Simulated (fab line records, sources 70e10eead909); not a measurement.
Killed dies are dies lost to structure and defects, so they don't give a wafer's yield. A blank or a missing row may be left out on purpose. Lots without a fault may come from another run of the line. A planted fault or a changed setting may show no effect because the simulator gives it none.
fab line records | flow nand_harc
record lots=24 wafers=72 last_day=32
route steps=1302 shown A_STAIRCASE@673
lots that met no fault: from a run of the same line without faults
start_h: hours from the record's first day to the start of the lot's first wafer shown | wait_h: hours since the lot's step before | " the same as in the row above | L1.1+2: a row that stands for several wafers | - no value, or no start given | * or withheld: withheld | < > ~ a bound
route shown NAME@n: a module of which the file shows steps, and the number in the route of the first | usual: mean/standard deviation of fault-free wafers | same: alike in all rows | chamber/n: place in a boat | sites: the reading at each site | _std_site: their standard deviation | _edge_site: outer sites' mean less inner sites' | radius_mm: how far each site lies from the wafer's centre | mask NAME#n: copy n | behind: the tool/chamber that last shaped the wafer | hold: why the lot was held/for how many hours/how that ended | device: the transistor (n, p or np) that didn't switch | end of line: the same wafers' tests at the end of the route | a step without rows: its recipe alone | killed: dies lost to structure and defects at the first sort, not the wafer's yield | map: a wafer's dies, x killed, . not, _ none there
set.NAME: the setting as run; set.NAME@STEP: as run at that earlier step | model.NAME: the simulator's own value behind a step, which no gauge read
steps of the route over a sample of lots; a table a step, a row a wafer
services: from which hour (start_h, from the record's first day; less than 0 if before it) a tool's chamber was out of use, for how many hours, and why
## steps
# step NHARC_A_STAIRCASE_ETCH_17
# recipe target_depth_a=1000 time_s=40.5 ion_energy_ev=400 c4f8_flow_sccm=20 o2_flow_sccm=10 ar_flow_sccm=withheld rf_w=600 bias_w=1000 chemistry=C4F8/O2
# usual oes_product_au=0.945/0.012 rf_vpp_V=894/5.1
# columns lot.wafer tool chamber start_h wait_h oes_product_au rf_hours_counter_h rf_vpp_V
L074.3 rie_diel-08 3 - - 0.946 48 894
L074.2 " 2 " " 0.940 51 888
L074.6 " 0 " " 0.950 - 898
L075.3 rie_diel-07 2 - - 0.958 16 900
L075.5 " 2 " " 0.953 - 901
L075.6 " 3 " " 0.958 - 891
L076.4 rie_diel-07 1 - - 0.956 21 906
L076.2 " 0 " " 0.936 24 900
L076.5 " 1 " " 0.947 - 903
L078.4 rie_diel-08 1 - - 0.948 5 893
L078.1 " 2 " " 0.943 7 889
L078.6 " 3 " " 0.958 - 891
L079.2 rie_diel-01 0 - - 0.956 2 893
L079.3 " 1 " " 0.961 3 886
L079.6 " 3 " " 0.940 - 900
L077.3 rie_diel-01 3 - - 0.929 5 900
L077.4 " 1 " " 0.949 8 886
L077.5 " 3 " " 0.944 - 900
L080.1 rie_diel-08 2 - - 0.919 14 890
L080.3 " 0 " " 0.940 16 898
L080.5 " 2 " " 0.924 - 890
L081.4 rie_diel-08 3 - - 0.947 27 892
L081.1 " 0 " " 0.944 26 897
L081.6 " 3 " " 0.956 - 893
L083.2 rie_diel-08 1 - - 0.923 20 892
L083.1 " 3 " " 0.954 28 891
L083.6 " 2 " " 0.945 - 888
L082.2 rie_diel-01 2 - - 0.936 20 903
L082.3 " 3 " " 0.936 15 899
L082.4 " 0 " " 0.941 18 894
L084.1 rie_diel-08 2 - - 0.938 28 888
L084.2 " 3 " " 0.946 33 891
L084.4 " 0 " " 0.937 31 897
L085.1 rie_diel-08 3 - - 0.946 33 891
L085.3 " 1 " " 0.921 25 892
L085.6 " 3 " " 0.953 - 891
L086.2 rie_diel-08 0 - - 0.958 37 898
L086.3 " 1 " " 0.952 32 891
L086.6 " 1 " " 0.957 - 892
L087.3 rie_diel-01 3 - - 0.946 30 900
L087.1 " 0 " " 0.962 30 893
L087.2 " 1 " " 0.952 33 887
L089.4 rie_diel-07 1 - - 0.958 5 904
L089.3 " 2 " " 0.931 7 899
L089.6 " 1 " " 0.956 - 905
L088.2 rie_diel-08 0 - - 0.952 43 897
L088.4 " 1 " " 0.933 38 893
L088.5 " 3 " " 0.963 - 891
L090.4 rie_diel-08 1 - - 0.931 43 891
L090.3 " 2 " " 0.941 47 888
L090.6 " 0 " " 0.939 - 898
L092.3 rie_diel-08 2 - - 0.936 51 888
L092.5 " 3 " " 0.956 - 892
L092.6 " 0 " " 0.964 - 898
L091.1 rie_diel-07 2 - - 0.940 18 899
L091.5 " 3 " " 0.946 - 890
L091.6 " 0 " " 0.922 - 899
L094.4 rie_diel-01 0 - - 0.959 51 893
L094.5 " 3 " " 0.951 - 900
L094.6 " 0 " " 0.946 - 893
L093.3 rie_diel-08 2 - - 0.938 2 889
L093.2 " 1 " " 0.940 2 893
L093.4 " 1 " " 0.937 - 891
L095.4 rie_diel-08 0 - - 0.955 1 898
L095.2 " 1 " " 0.950 9 892
L095.5 " 3 " " 0.935 - 891
L096.1 rie_diel-07 2 - - 0.936 37 899
L096.4 " 0 " " 0.935 17 899
L096.2 " 1 " " 0.942 34 905
L097.1 rie_diel-08 1 - - 0.951 14 891
L097.3 " 2 " " 0.944 12 889
L097.2 " 3 " " 0.963 15 890
# step NHARC_A_STAIRCASE_TRIM_193
# recipe time_s=211.2 o2_flow_sccm=500 ar_flow_sccm=0 bias_w=0 chemistry=O2
# usual drypump_motor_current_A=5.6/0.46 oes_product_au=1.001/0.011 rf_vpp_V=57.7/0.81 showerhead_plenum_p_Torr=3.51/0.15 throttle_valve_pct=17.036/0.0099
# columns lot.wafer tool chamber start_h wait_h drypump_motor_current_A oes_product_au rf_hours_counter_h rf_vpp_V showerhead_plenum_p_Torr throttle_valve_pct
L074.2 rie_diel-01 3 - - 5.5 1.011 47 57.3 3.65 17.042
L074.3 " 0 " " 4.9 0.997 45 58.0 3.47 17.023
L074.6 " 3 " " 5.5 1.002 - 57.2 3.65 17.031
L075.3 rie_diel-07 3 - - 4.7 1.017 18 57.1 3.41 17.036
L075.6 " 0 " " 4.8 0.987 - 58.4 3.65 17.028
L075.5 " 1 " " 5.7 1.007 - 59.1 3.79 17.045
L076.2 rie_diel-07 1 - - 5.7 1.006 21 57.4 3.79 17.042
L076.4 " 2 " " 6.1 1.018 23 58.4 3.65 17.040
L076.5 " 1 " " 5.7 1.020 - 58.4 3.79 17.034
L078.4 rie_diel-01 3 - - 5.5 1.006 1 57.2 3.65 17.041
L078.1 " 0 " " 5.0 1.000 1 57.6 3.47 17.015
L078.6 " 3 " " 5.5 0.990 - 57.8 3.65 17.029
L079.3 rie_diel-07 0 - - 4.8 0.980 32 58.9 3.64 17.024
L079.2 " 2 " " 6.1 1.007 30 57.6 3.64 17.061
L079.6 " 3 " " 4.6 1.020 - 56.6 3.40 17.033
L077.3 rie_diel-08 2 - - 6.1 0.992 15 57.9 3.35 17.029
L077.4 " 3 " " 5.8 1.017 - 57.7 3.40 17.044
L077.5 " 2 " " 6.1 0.997 - 57.1 3.35 17.031
L080.1 rie_diel-08 2 - - 6.1 0.986 16 58.3 3.35 17.035
L080.3 " 3 " " 5.8 1.010 19 57.0 3.40 17.019
L080.5 " 2 " " 6.1 0.979 - 56.8 3.35 17.056
L081.4 rie_diel-08 3 - - 5.8 1.000 28 57.5 3.40 17.049
L081.1 " 0 " " 5.0 1.000 26 58.1 3.58 17.036
L081.6 " 2 " " 6.1 0.994 - 56.0 3.35 17.034
L083.1 rie_diel-01 3 - - 5.6 1.000 16 58.2 3.64 17.055
L083.2 " 1 " " 5.8 0.991 23 57.7 3.29 17.038
L083.6 " 3 " " 5.6 1.001 - 57.9 3.64 17.045
L082.3 rie_diel-08 0 - - 5.0 0.997 28 58.2 3.58 17.036
L082.4 " 2 " " 6.1 0.994 25 57.9 3.35 17.012
L082.2 " 3 " " 5.8 1.001 30 58.0 3.40 17.024
L084.4 rie_diel-07 3 - - 4.7 1.012 53 58.4 3.39 17.046
L084.2 " 0 " " 4.8 0.987 51 58.1 3.63 17.047
L084.1 " 2 " " 6.1 1.006 47 57.9 3.63 17.032
L085.3 rie_diel-01 2 - - 5.9 0.991 25 59.3 3.70 17.034
L085.1 " 3 " " 5.5 0.998 22 58.5 3.64 17.034
L085.6 " 1 " " 5.8 0.992 - 57.5 3.29 17.041
L086.3 rie_diel-01 2 - - 5.9 0.991 33 58.7 3.69 17.047
L086.2 " 3 " " 5.6 1.003 30 58.0 3.63 17.029
L086.6 " 1 " " 5.8 1.006 - 57.0 3.28 17.041
L087.3 rie_diel-08 3 - - 5.8 1.020 40 57.8 3.39 17.029
L087.1 " 1 " " 5.6 0.988 34 56.4 3.42 17.031
L087.2 " 2 " " 6.1 0.995 37 56.4 3.34 17.035
L088.2 rie_diel-01 1 - - 5.8 0.995 38 57.6 3.28 17.027
L088.4 " 3 " " 5.6 1.011 37 57.6 3.63 17.046
L088.5 " 1 " " 5.8 1.004 - 57.1 3.28 17.028
L089.4 rie_diel-08 2 - - 6.1 0.991 45 56.9 3.34 17.047
L089.3 " 0 " " 5.0 1.002 46 56.1 3.57 17.039
L089.6 " 2 " " 6.1 0.981 - 56.6 3.34 17.017
L090.4 rie_diel-01 2 - - 5.9 0.996 41 59.2 3.69 17.039
L090.3 " 0 " " 4.9 1.009 39 57.7 3.45 17.050
L090.6 " 3 " " 5.5 1.005 - 58.6 3.63 17.028
L092.3 rie_diel-08 0 - - 5.0 0.993 55 57.6 3.57 17.045
L092.6 " 1 " " 5.6 0.985 - 57.5 3.41 17.038
L092.5 " 2 " " 6.1 0.992 - 58.0 3.33 17.033
L091.1 rie_diel-08 3 - - 5.8 1.008 59 56.9 3.38 17.056
L091.5 " 2 " " 6.1 0.995 - 58.1 3.33 17.027
L091.6 " 3 " " 5.8 1.011 - 59.2 3.38 17.008
L094.4 rie_diel-08 1 - - 5.6 1.005 - 57.3 3.41 17.037
L094.5 " 2 " " 6.1 0.994 - 57.4 3.33 17.042
L094.6 " 3 " " 5.8 1.008 - 56.3 3.38 17.027
L093.2 rie_diel-08 3 - - 5.8 1.004 4 57.7 3.38 17.033
L093.3 " 1 " " 5.6 1.002 4 57.0 3.41 17.030
L093.4 " 1 " " 5.6 0.999 - 57.1 3.41 17.051
L095.4 rie_diel-07 2 - - 6.1 0.985 39 57.2 3.61 17.022
L095.2 " 0 " " 4.8 0.979 18 59.8 3.61 17.029
L095.5 " 1 " " 5.7 0.994 - 58.4 3.75 17.025
L096.2 rie_diel-01 1 - - 5.8 1.019 3 57.4 3.81 17.008
L096.4 " 3 " " 5.6 0.994 3 58.2 3.61 17.029
L096.1 " 0 " " 4.9 0.998 3 56.7 3.44 17.036
L097.3 rie_diel-01 1 - - 5.8 1.016 7 58.5 3.80 17.027
L097.1 " 2 " " 5.9 1.004 6 58.9 3.67 17.039
L097.2 " 3 " " 5.5 1.002 6 57.2 3.61 17.029
# step NHARC_A_STAIRCASE_ETCH_225
# recipe target_depth_a=1000 time_s=40.5 ion_energy_ev=400 c4f8_flow_sccm=20 o2_flow_sccm=10 ar_flow_sccm=withheld rf_w=600 bias_w=1000 chemistry=C4F8/O2
# usual oes_product_au=0.944/0.0094 rf_vpp_V=895/5.2
# columns lot.wafer tool chamber start_h wait_h oes_product_au rf_hours_counter_h rf_vpp_V
L074.2 rie_diel-08 0 - - 0.937 50 899
L074.3 " 3 " " 0.938 50 891
L074.6 " 0 " " 0.933 - 898
L075.3 rie_diel-08 2 - - 0.942 54 889
L075.6 " 3 " " 0.951 - 893
L075.5 " 0 " " 0.935 - 898
L076.2 rie_diel-07 1 - - 0.966 24 905
L076.4 " 3 " " 0.952 31 892
L076.5 " 1 " " 0.962 - 905
L078.1 rie_diel-01 3 - - 0.963 2 901
L078.4 " 0 " " 0.955 2 895
L078.6 " 1 " " 0.946 - 887
L079.3 rie_diel-08 0 - - 0.953 15 898
L079.2 " 1 " " 0.939 11 893
L079.6 " 2 " " 0.926 - 891
L077.3 rie_diel-08 3 - - 0.952 20 891
L077.4 " 0 " " 0.944 19 898
L077.5 " 0 " " 0.946 - 898
L080.1 rie_diel-08 3 - - 0.950 21 890
L080.3 " 1 " " 0.950 14 891
L080.5 " 3 " " 0.949 - 891
L081.1 rie_diel-01 1 - - 0.935 22 886
L081.4 " 2 " " 0.947 21 904
L081.6 " 3 " " 0.956 - 899
L083.2 rie_diel-01 1 - - 0.942 24 886
L083.1 " 2 " " 0.939 22 901
L083.6 " 0 " " 0.948 - 894
L082.3 rie_diel-08 0 - - 0.949 29 898
L082.2 " 1 " " 0.942 22 893
L082.4 " 3 " " 0.964 31 891
L084.2 rie_diel-08 1 - - 0.919 28 893
L084.4 " 3 " " 0.954 35 891
L084.1 " 0 " " 0.953 33 898
L085.1 rie_diel-08 1 - - 0.944 28 892
L085.3 " 2 " " 0.943 32 889
L085.6 " 1 " " 0.936 - 891
L086.3 rie_diel-08 1 - - 0.943 35 892
L086.2 " 3 " " 0.961 41 890
L086.6 " 1 " " 0.937 - 892
L087.1 rie_diel-01 3 - - 0.940 34 902
L087.2 " 1 " " 0.956 36 887
L087.3 " 2 " " 0.940 35 902
L088.4 rie_diel-01 2 - - 0.939 39 903
L088.2 " 3 " " 0.949 38 900
L088.5 " 3 " " 0.946 - 900
L089.3 rie_diel-08 0 - - 0.947 47 897
L089.4 " 2 " " 0.941 46 889
L089.6 " 1 " " 0.931 - 892
L090.3 rie_diel-08 2 - - 0.943 49 888
L090.4 " 0 " " 0.952 50 897
L090.6 " 2 " " 0.937 - 890
L092.3 rie_diel-08 0 - - 0.949 56 897
L092.6 " 0 " " 0.941 - 898
L092.5 " 1 " " 0.939 - 892
L091.1 rie_diel-01 0 - - 0.939 47 893
L091.5 " 1 " " 0.948 - 886
L091.6 " 2 " " 0.937 - 901
L094.4 rie_diel-08 3 - - 0.940 8 889
L094.5 " 3 " " 0.942 - 890
L094.6 " 0 " " 0.942 - 897
L093.3 rie_diel-01 1 - - 0.948 1 905
L093.2 " 3 " " 0.948 1 898
L093.4 " 0 " " 0.953 1 893
L095.2 rie_diel-07 0 - - 0.953 19 899
L095.4 " 2 " " 0.931 40 900
L095.5 " 0 " " 0.957 - 900
L096.1 rie_diel-07 0 - - 0.939 20 900
L096.2 " 2 " " 0.932 41 898
L096.4 " 3 " " 0.944 42 890
L097.3 rie_diel-07 1 - - 0.940 40 904
L097.1 " 3 " " 0.932 45 890
L097.2 " 0 " " 0.947 23 899
# step NHARC_A_STAIRCASE_TRIM_226
# recipe time_s=211.2 o2_flow_sccm=500 ar_flow_sccm=0 bias_w=0 chemistry=O2
# usual drypump_motor_current_A=5.5/0.46 oes_product_au=1.002/0.0096 rf_vpp_V=57.7/0.94 showerhead_plenum_p_Torr=3.49/0.14 throttle_valve_pct=17.036/0.0092
# columns lot.wafer tool chamber start_h wait_h drypump_motor_current_A oes_product_au rf_hours_counter_h rf_vpp_V showerhead_plenum_p_Torr throttle_valve_pct
L074.2 rie_diel-08 3 - - 5.8 1.014 51 58.7 3.41 17.031
L074.3 " 2 " " 6.1 0.997 54 57.0 3.36 17.046
L074.6 " 0 " " 5.0 1.003 - 59.6 3.60 17.027
L075.3 rie_diel-08 3 - - 5.8 1.009 51 57.7 3.41 17.036
L075.6 " 3 " " 5.8 1.012 - 57.8 3.41 17.041
L075.5 " 0 " " 5.0 1.010 - 58.8 3.60 17.023
L076.4 rie_diel-07 1 - - 5.7 1.012 24 58.7 3.79 17.032
L076.2 " 3 " " 4.7 1.015 31 56.6 3.40 17.037
L076.5 " 1 " " 5.7 1.011 - 58.6 3.79 17.030
L078.1 rie_diel-01 1 - - 5.8 1.005 2 57.6 3.30 17.032
L078.4 " 3 " " 5.5 1.008 2 57.6 3.65 17.031
L078.6 " 1 " " 5.8 1.007 - 57.7 3.30 17.053
L079.3 rie_diel-08 0 - - 5.0 1.009 15 58.4 3.59 17.041
L079.2 " 2 " " 6.1 0.993 13 56.7 3.35 17.036
L079.6 " 0 " " 5.0 1.011 - 57.4 3.59 17.043
L077.3 rie_diel-08 0 - - 5.0 1.010 19 58.8 3.59 17.018
L077.4 " 2 " " 6.1 1.005 17 59.3 3.35 17.045
L077.5 " 0 " " 5.0 1.014 - 57.5 3.59 17.048
L080.3 rie_diel-08 1 - - 5.6 1.005 14 57.5 3.43 17.035
L080.1 " 0 " " 5.0 1.007 19 58.6 3.59 17.045
L080.5 " 1 " " 5.6 0.998 - 59.0 3.43 17.038
L081.1 rie_diel-01 2 - - 5.9 0.991 21 58.5 3.70 17.040
L081.4 " 3 " " 5.6 0.999 16 57.9 3.64 17.031
L081.6 " 1 " " 5.8 0.991 - 57.4 3.29 17.027
L083.2 rie_diel-01 1 - - 5.8 0.997 24 58.6 3.29 17.027
L083.1 " 2 " " 5.9 0.997 22 59.0 3.70 17.020
L083.6 " 1 " " 5.8 1.000 - 55.7 3.29 17.029
L082.3 rie_diel-08 0 - - 5.0 1.002 29 57.9 3.58 17.033
L082.4 " 1 " " 5.6 0.994 22 57.8 3.43 17.052
L082.2 " 2 " " 6.1 1.001 25 56.9 3.35 17.031
L084.2 rie_diel-08 1 - - 5.6 0.988 28 57.5 3.43 17.026
L084.1 " 3 " " 5.8 1.013 35 57.6 3.39 17.035
L084.4 " 0 " " 5.0 1.002 34 58.1 3.58 17.059
L085.1 rie_diel-08 2 - - 6.1 0.989 32 57.7 3.34 17.038
L085.3 " 3 " " 5.8 1.008 36 58.1 3.39 17.022
L085.6 " 0 " " 5.0 1.001 - 57.3 3.58 17.024
L086.3 rie_diel-08 2 - - 6.1 0.997 38 57.2 3.34 17.036
L086.2 " 3 " " 5.8 1.016 41 56.8 3.39 17.024
L086.6 " 2 " " 6.1 1.002 - 57.0 3.34 17.040
L087.2 rie_diel-01 2 - - 5.9 0.995 35 57.6 3.69 17.047
L087.1 " 3 " " 5.6 0.992 34 59.2 3.63 17.040
L087.3 " 1 " " 5.8 0.994 36 57.9 3.28 17.023
L088.2 rie_diel-01 3 - - 5.5 1.009 38 57.7 3.63 17.019
L088.4 " 0 " " 4.9 1.001 37 57.9 3.45 17.035
L088.5 " 0 " " 4.9 1.003 - 58.4 3.45 17.037
L089.4 rie_diel-08 0 - - 5.0 1.012 48 59.0 3.57 17.044
L089.3 " 1 " " 5.6 0.998 43 56.2 3.42 17.046
L089.6 " 0 " " 5.0 1.009 - 58.4 3.57 17.031
L090.4 rie_diel-08 0 - - 4.9 1.012 50 58.1 3.57 17.023
L090.3 " 2 " " 6.1 1.001 49 57.6 3.33 17.023
L090.6 " 1 " " 5.6 1.002 - 57.6 3.42 17.035
L092.3 rie_diel-08 0 - - 5.0 0.997 56 57.4 3.57 17.044
L092.6 " 0 " " 5.0 0.998 - 57.1 3.57 17.033
L092.5 " 1 " " 5.6 0.992 - 56.7 3.41 17.019
L091.1 rie_diel-01 3 - - 5.6 1.019 49 55.7 3.62 17.026
L091.5 " 0 " " 4.9 1.008 - 59.5 3.45 17.017
L091.6 " 1 " " 5.8 1.001 - 57.9 3.27 17.044
L094.4 rie_diel-08 2 - - 6.1 0.997 8 59.5 3.33 17.025
L094.6 " 0 " " 5.0 1.002 - 57.8 3.57 17.034
L094.5 " 1 " " 5.6 1.003 - 57.9 3.41 17.036
L093.2 rie_diel-01 0 - - 4.9 1.007 1 58.0 3.44 17.038
L093.3 " 1 " " 5.8 0.997 1 58.3 3.81 17.039
L093.4 " 3 " " 5.6 0.988 1 57.2 3.62 17.047
L095.2 rie_diel-07 3 - - 4.7 1.004 41 57.5 3.37 17.036
L095.4 " 0 " " 4.8 0.992 19 58.8 3.61 17.038
L095.5 " 2 " " 6.1 0.992 - 58.2 3.61 17.035
L096.1 rie_diel-07 2 - - 6.1 0.982 41 57.3 3.61 17.040
L096.2 " 3 " " 4.7 0.993 42 56.3 3.37 17.037
L096.4 " 0 " " 4.8 0.999 20 57.7 3.61 17.035
L097.1 rie_diel-07 0 - - 4.8 0.984 23 57.3 3.61 17.038
L097.2 " 1 " " 5.7 0.993 41 59.0 3.75 17.036
L097.3 " 2 " " 6.1 0.985 45 58.7 3.61 17.042
# step NHARC_A_STAIRCASE_ETCH_227
# recipe target_depth_a=1000 time_s=40.5 ion_energy_ev=400 c4f8_flow_sccm=20 o2_flow_sccm=10 ar_flow_sccm=withheld rf_w=600 bias_w=1000 chemistry=C4F8/O2
# usual oes_product_au=0.946/0.011 rf_vpp_V=894/5
# columns lot.wafer tool chamber start_h wait_h oes_product_au rf_hours_counter_h rf_vpp_V
L074.3 rie_diel-08 0 - - 0.948 50 897
L074.2 " 1 " " 0.966 58 893
L074.6 " 0 " " 0.948 - 897
L075.3 rie_diel-08 1 - - 0.960 58 892
L075.6 " 3 " " 0.958 - 894
L075.5 " 0 " " 0.946 - 899
L076.4 rie_diel-07 2 - - 0.947 27 899
L076.2 " 0 " " 0.937 29 900
L076.5 " 3 " " 0.958 - 891
L078.4 rie_diel-01 3 - - 0.948 2 903
L078.1 " 0 " " 0.939 2 894
L078.6 " 3 " " 0.950 - 899
L079.2 rie_diel-08 2 - - 0.927 13 887
L079.3 " 3 " " 0.943 17 892
L079.6 " 1 " " 0.932 - 893
L077.3 rie_diel-08 0 - - 0.955 19 897
L077.4 " 2 " " 0.955 17 890
L077.5 " 1 " " 0.933 - 894
L080.1 rie_diel-08 3 - - 0.958 21 891
L080.3 " 1 " " 0.943 14 893
L080.5 " 3 " " 0.962 - 892
L081.4 rie_diel-01 0 - - 0.949 19 895
L081.1 " 1 " " 0.941 22 887
L081.6 " 0 " " 0.945 - 894
L083.2 rie_diel-01 1 - - 0.950 24 888
L083.1 " 3 " " 0.950 17 900
L083.6 " 2 " " 0.949 - 903
L082.2 rie_diel-08 2 - - 0.945 25 889
L082.4 " 3 " " 0.951 31 891
L082.3 " 1 " " 0.940 22 892
L084.2 rie_diel-08 3 - - 0.958 35 891
L084.1 " 1 " " 0.939 28 891
L084.4 " 2 " " 0.948 31 890
L085.3 rie_diel-08 3 - - 0.950 36 892
L085.1 " 1 " " 0.951 28 893
L085.6 " 0 " " 0.942 - 898
L086.2 rie_diel-08 3 - - 0.944 41 891
L086.3 " 0 " " 0.955 40 897
L086.6 " 3 " " 0.948 - 891
L087.2 rie_diel-01 0 - - 0.951 34 895
L087.1 " 1 " " 0.948 36 886
L087.3 " 2 " " 0.934 36 901
L088.4 rie_diel-01 2 - - 0.958 39 902
L088.2 " 0 " " 0.942 38 894
L088.5 " 3 " " 0.955 - 900
L089.3 rie_diel-08 3 - - 0.938 49 890
L089.4 " 2 " " 0.929 46 889
L089.6 " 0 " " 0.947 - 900
L090.3 rie_diel-08 1 - - 0.937 45 892
L090.4 " 3 " " 0.970 53 891
L090.6 " 1 " " 0.953 - 892
L092.3 rie_diel-08 3 - - 0.953 60 891
L092.5 " 1 " " 0.942 - 891
L092.6 " 2 " " 0.939 - 889
L091.1 rie_diel-01 0 - - 0.949 49 894
L091.6 " 1 " " 0.955 - 887
L091.5 " 2 " " 0.958 - 901
L094.4 rie_diel-08 2 - - 0.929 8 888
L094.5 " 1 " " 0.929 - 892
L094.6 " 2 " " 0.932 - 888
L093.2 rie_diel-01 3 - - 0.934 1 900
L093.3 " 0 " " 0.956 1 892
L093.4 " 1 " " 0.946 1 906
L095.4 rie_diel-07 3 - - 0.940 41 891
L095.2 " 0 " " 0.956 19 900
L095.5 " 3 " " 0.935 - 890
L096.1 rie_diel-07 3 - - 0.940 42 890
L096.4 " 0 " " 0.934 20 899
L096.2 " 1 " " 0.936 37 904
L097.2 rie_diel-07 3 - - 0.945 46 890
L097.1 " 0 " " 0.942 24 901
L097.3 " 1 " " 0.965 41 903
# step NHARC_A_STAIRCASE_ETCH_232
# recipe target_depth_a=1000 time_s=40.5 ion_energy_ev=400 c4f8_flow_sccm=20 o2_flow_sccm=10 ar_flow_sccm=withheld rf_w=600 bias_w=1000 chemistry=C4F8/O2
# usual oes_product_au=0.946/0.013 rf_vpp_V=895/5.2
# columns lot.wafer tool chamber start_h wait_h oes_product_au rf_hours_counter_h rf_vpp_V
L074.3 rie_diel-08 3 - - 0.945 51 891
L074.2 " 0 " " 0.934 51 898
L074.6 " 0 " " 0.934 - 899
L075.3 rie_diel-01 2 - - 0.936 55 902
L075.5 " 0 " " 0.937 - 893
L075.6 " 1 " " 0.923 - 886
L076.2 rie_diel-01 2 - - 0.944 1 902
L076.4 " 0 " " 0.945 1 896
L076.5 " 1 " " 0.951 - 887
L078.4 rie_diel-08 3 - - 0.962 11 890
L078.1 " 2 " " 0.953 9 889
L078.6 " 3 " " 0.968 - 891
L079.2 rie_diel-08 2 - - 0.951 14 890
L079.3 " 1 " " 0.940 12 893
L079.6 " 3 " " 0.962 - 891
L080.1 rie_diel-01 1 - - 0.944 11 888
L080.3 " 2 " " 0.939 10 904
L080.5 " 1 " " 0.951 - 888
L077.3 rie_diel-07 0 - - 0.910 38 901
L077.5 " 0 " " 0.908 - 899
L077.4 " 1 " " 0.949 - 904
L081.4 rie_diel-01 3 - - 0.947 16 900
L081.1 " 1 " " 0.943 22 886
L081.6 " 2 " " 0.949 - 903
L083.2 rie_diel-07 0 - - 0.955 49 900
L083.1 " 3 " " 0.984 50 892
L083.6 " 0 " " 0.959 - 900
L082.4 rie_diel-08 0 - - 0.942 29 899
L082.2 " 1 " " 0.941 22 893
L082.3 " 2 " " 0.954 26 889
L084.1 rie_diel-01 1 - - 0.930 29 886
L084.2 " 2 " " 0.933 28 901
L084.4 " 3 " " 0.928 - 899
L085.1 rie_diel-01 1 - - 0.939 29 887
L085.3 " 3 " " 0.939 25 900
L085.6 " 3 " " 0.936 - 899
L086.2 rie_diel-08 1 - - 0.937 35 892
L086.3 " 0 " " 0.928 40 900
L086.6 " 1 " " 0.949 - 891
L087.1 rie_diel-08 0 - - 0.948 42 897
L087.2 " 1 " " 0.952 37 891
L087.3 " 2 " " 0.943 42 888
L088.2 rie_diel-01 2 - - 0.948 39 901
L088.4 " 1 " " 0.943 39 886
L088.5 " 2 " " 0.951 - 904
L089.4 rie_diel-08 0 - - 0.955 48 897
L089.3 " 3 " " 0.960 50 890
L089.6 " 1 " " 0.946 - 892
L090.3 rie_diel-08 2 - - 0.936 50 890
L090.4 " 3 " " 0.954 53 891
L090.6 " 2 " " 0.931 - 890
L092.3 rie_diel-08 1 - - 0.950 51 891
L092.6 " 2 " " 0.925 - 889
L092.5 " 3 " " 0.941 - 891
L091.1 rie_diel-08 0 - - 0.947 57 897
L091.6 " 2 " " 0.952 - 888
L091.5 " 3 " " 0.959 - 891
L094.4 rie_diel-01 3 - - 0.964 0 899
L094.6 " 3 " " 0.956 - 898
L094.5 " 0 " " 0.973 - 893
L093.2 rie_diel-01 3 - - 0.947 1 898
L093.3 " 0 " " 0.955 1 892
L093.4 " 1 " " 0.950 1 906
L095.2 rie_diel-07 3 - - 0.927 42 889
L095.4 " 2 " " 0.915 41 898
L095.5 " 3 " " 0.932 - 890
L096.2 rie_diel-08 3 - - 0.945 15 891
L096.1 " 0 " " 0.939 7 898
L096.4 " 1 " " 0.931 13 891
L097.1 rie_diel-08 0 - - 0.950 9 897
L097.3 " 1 " " 0.949 16 893
L097.2 " 2 " " 0.953 15 887
## services
# columns tool chamber start_h hours kind
rie_diel-08 0 324.62 - clean
rie_diel-08 1 324.62 - clean
rie_diel-08 2 324.62 - clean
rie_diel-08 3 324.62 - clean
rie_diel-08 - 344.08 9.0 pm
rie_diel-08 0 344.08 9.0 vent_cycle
rie_diel-08 1 344.08 9.0 vent_cycle
rie_diel-08 2 344.08 9.0 vent_cycle
rie_diel-08 3 344.08 9.0 vent_cycle
rie_diel-08 0 353.08 - clean
rie_diel-08 0 353.08 - consumable_replace:focus_ring
rie_diel-08 1 353.08 - clean
rie_diel-08 1 353.08 - consumable_replace:focus_ring
rie_diel-01 - 357.45 9.0 pm
rie_diel-07 2 388.69 8.6 repair
rie_diel-08 1 388.98 4.8 repair
rie_diel-07 2 441.62 3.3 repair
rie_diel-01 0 445.29 6.0 repair
rie_diel-07 - 447.46 9.0 pm
rie_diel-07 0 505.31 35.7 repair
rie_diel-08 - 521.13 9.0 pm
rie_diel-08 0 531.37 11.6 repair
rie_diel-01 - 534.69 9.0 pm
rie_diel-08 2 535.16 2.0 repair
## key
fault none
